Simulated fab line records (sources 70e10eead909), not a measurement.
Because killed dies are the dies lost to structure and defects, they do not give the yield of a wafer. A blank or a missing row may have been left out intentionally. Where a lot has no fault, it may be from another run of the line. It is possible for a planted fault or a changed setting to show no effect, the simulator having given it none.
Code-filled problem report in 8D (eight disciplines) form || flow nandHarc || the parts of the form that need people (team, actions taken, sign-off) are left out

1. THE PROBLEM
Mean of thkNm at NHARC_A_ONON_D1_THK_MEAS_05: 499 nm across 4 wafers in 3 lots; on wafers with no fault it is 1002 nm (standard deviation 8.8). That puts it -57 standard deviations away from the usual mean.
The step: measures by ellipsometry.
Earliest sighting: wafer L597.1 on filmMetro-02 at day 11 16:13. The record has a number at this step for 38 wafers belonging to 13 lots. The rule behind "out" and "out of limits": a value lying over 4 standard deviations away from the usual mean. The other wafers with a number count as sound.

2. WHAT IT IS; WHAT IT IS NOT
{"question": "which readings at this step", "is": "thkNm", "is not": "-"}
{"question": "which lots", "is": "L597, L599, L603", "is not": "L581, L583, L584, L586, L587, L588, L589, L595, L598, L604"}
{"question": "which wafers of those lots", "is": "L597.1, L599.1, L599.4, L603.1", "is not": "L597.3, L599.6, L603.2, L603.3"}
{"question": "read on which gauges", "is": "filmMetro-01, filmMetro-02", "is not": "-"}
{"question": "when", "is": "from day 11 16:13", "is not": "up to then (28 sound wafers); but 6 sound wafers of L599, L603, L604 came after"}

3. THE SUSPECTS, EACH WITH WHAT RULES IT OUT
Counting: if a tool at a process step up to the reading ran every lot that is out, it stays a suspect. Sound lots after the first of them don't rule it out here, since some wafers of a struck lot are sound.
- the gauge at NHARC_A_ONON_D1_THK_MEAS_05 is ruled out. The wafers that are out were read on 2 gauges (filmMetro-01, filmMetro-02).
- pecvdOnon-04 at NHARC_A_ONON_D1_DEP_03 (target thk 1000 nm): kept. It processed each lot that is out (first: L597, day 11 15:40); up to then, its last sound lot is L595 (day 11 12:07).
After counting, what remains is pecvdOnon-04 at NHARC_A_ONON_D1_DEP_03.

4. THE CAUSE (what the simulator had put in)
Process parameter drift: pecvdOnon-04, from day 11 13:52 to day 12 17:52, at NHARC_A_ONON_D1_DEP_03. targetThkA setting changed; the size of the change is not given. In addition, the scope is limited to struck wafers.
Counting left only this tool.

5. THE CHAIN OF EFFECTS, in route order
One row per reading whose mean, taken over the struck wafers that have a number, lies over 3 standard deviations from the usual. Scope: only readings with a usual standard deviation given in the record; hours: median across lots of the time from each lot's start at the first step in this table that gives one to its start at this step; sigmas: change in usual standard deviations.
{"hours": 0, "step": "NHARC_A_ONON_D1_THK_MEAS_05", "reading": "thkNm", "usual": "1002 nm", "on struck wafers": 499, "change": -503, "sigmas": -57}
{"hours": 282, "step": "NHARC_END_SORT_01", "reading": "killedAtArray", "usual": 24, "on struck wafers": 672, "change": "+648", "sigmas": "+88"}
{"hours": 282, "step": "NHARC_END_SORT_01", "reading": "killedDies", "usual": 28, "on struck wafers": 677, "change": "+649", "sigmas": "+81"}

6. WHAT WOULD HAVE CAUGHT IT SOONER
In this record the first reading out of limits at a measuring or inspecting step was taken at day 11 16:13, 2 hours after the fault began at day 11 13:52.
Tool readings at NHARC_A_ONON_D1_DEP_03 with a usual standard deviation given in the record: none out on any struck wafer, hence no alarm at a limit of 4 standard deviations on them.
L599, L603, from the lots that are out (3), started NHARC_A_ONON_D1_DEP_03 on pecvdOnon-04 later than day 11 16:13. A hold on the tool at that time would have spared those 2.
